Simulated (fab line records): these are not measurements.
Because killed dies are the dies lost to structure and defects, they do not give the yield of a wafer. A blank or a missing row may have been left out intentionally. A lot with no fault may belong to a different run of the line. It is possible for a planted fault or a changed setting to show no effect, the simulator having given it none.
Comparing a struck lot with a sound one	flow nand_harc	14 out of 1302 route steps
Sound: the wafers L946.1, L946.4, L946.6. Struck: wafer L953.1. (L953.3, L953.6 of the same lot were not struck and are left out.) The cause comes at the end.
Per side, at each step with rows, come the tool, then ch with its chambers, and then its first start. Under that, the readings that differ: sound wafers	struck wafers	difference of the means	sigmas: that difference in standard deviations of wafers without a fault.
alike: same words and numbers on both sides, and readings whose means sit less than 2 such deviations apart. not compared: any withheld reading, any reading some wafer has no value for, any bound like >300 that may hide the same value, and any number with overlapping values for which the record gives no deviation.
The two part at a step that has a row with sigmas, a row that says differs or no value, or rows on one side only. When numbers do not overlap yet have no deviation, they are printed without sigmas and do not part them. A reading missing from all wafers of one side parts the sides only when that side holds two or more wafers.

NHARC_A_STAIRCASE_DESCUM_186: chemistry O2, time 3 s.
  sound on rie_diel-04 ch 0,3, day 21 15:31; struck on rie_diel-01 ch 0, day 24 02:57
reading	sound	struck	difference	sigmas
showerhead_plenum_p_Torr (Torr)	2.06 1.87 1.87	1.78	-0.15	-2
  alike: drypump_motor_current_A, oes_product_au, rf_vpp_V, throttle_valve_pct
  not compared: rf_hours_counter_h
NHARC_A_STAIRCASE_TRIM_187: chemistry O2, time 211.2 s.
  sound on rie_diel-04 ch 0,2,3, day 21 15:46; struck on rie_diel-01 ch 2, day 24 03:01
  alike: drypump_motor_current_A, oes_product_au, rf_vpp_V, showerhead_plenum_p_Torr, throttle_valve_pct
  not compared: rf_hours_counter_h
then, 4 steps without rows for these wafers: NHARC_A_STAIRCASE_ETCH_188 (etches the open film in C4F8/O2, target depth 100 nm, time 40.5 s); NHARC_A_STAIRCASE_TRIM_189 (chemistry O2, time 211.2 s); NHARC_A_STAIRCASE_ETCH_190 (etches the open film in C4F8/O2, target depth 100 nm, time 40.5 s); NHARC_A_STAIRCASE_TRIM_191 (chemistry O2, time 211.2 s).
NHARC_A_STAIRCASE_ETCH_192: etches the open film in C4F8/O2, target depth 100 nm, time 40.5 s.
  sound on rie_diel-04 ch 1,3; struck on rie_diel-01 ch 2
  alike: oes_product_au, rf_fwd_power_W, rf_vpp_V
  not compared: rf_hours_counter_h
then, 1 step without rows for these wafers: NHARC_A_STAIRCASE_TRIM_193 (chemistry O2, time 211.2 s).
NHARC_A_STAIRCASE_ETCH_194: etches the open film in C4F8/O2, target depth 100 nm, time 40.5 s.
  sound on rie_diel-04 ch 0,1,2; struck on rie_diel-01 ch 0
  alike: oes_product_au, rf_fwd_power_W, rf_vpp_V
  not compared: rf_hours_counter_h
then, 2 steps without rows for these wafers: NHARC_A_STAIRCASE_TRIM_196 (chemistry O2, time 211.2 s); NHARC_A_STAIRCASE_ETCH_197 (etches the open film in C4F8/O2, target depth 100 nm, time 40.5 s).
NHARC_A_STAIRCASE_TRIM_198: chemistry O2, time 211.2 s.
  sound on rie_diel-04 ch 1,2, day 21 17:19; struck on rie_diel-04 ch 0, day 24 05:21
reading	sound	struck	difference	sigmas
oes_product_au (a.u.)	1.006 1.002 0.993	1.174	+0.174	+14
  alike: drypump_motor_current_A, rf_vpp_V, showerhead_plenum_p_Torr, throttle_valve_pct
  not compared: rf_hours_counter_h
NHARC_A_STAIRCASE_ETCH_199: etches the open film in C4F8/O2, target depth 100 nm, time 40.5 s.
  sound on rie_diel-04 ch 0,1,3; struck on rie_diel-04 ch 1
  alike: oes_product_au, rf_fwd_power_W, rf_vpp_V
  not compared: rf_hours_counter_h
-- jump in the record: it breaks off in module A_STAIRCASE and resumes in module END (first step shown: number 1302 of the route), and 8 days separate the struck wafers' starts before and after --
NHARC_END_SORT_01:
  sound on prober-02 ch 0, day 30 10:26; struck on prober-02 ch 0, day 32 04:38
reading	sound	struck	difference	sigmas
hold	- - -	await_dispo/4.7h/release	no value on the sound wafers	
killed_at_array	82 64 74	449	+376	+17
killed_dies	91 70 79	451	+371	+16
  alike: killed_at_other, killed_at_periphery, killed_open, killed_short

## WHERE THEY PART
Earliest at NHARC_A_STAIRCASE_DESCUM_186; latest, in this record, at NHARC_END_SORT_01.

WHY: what had been put in by the simulator
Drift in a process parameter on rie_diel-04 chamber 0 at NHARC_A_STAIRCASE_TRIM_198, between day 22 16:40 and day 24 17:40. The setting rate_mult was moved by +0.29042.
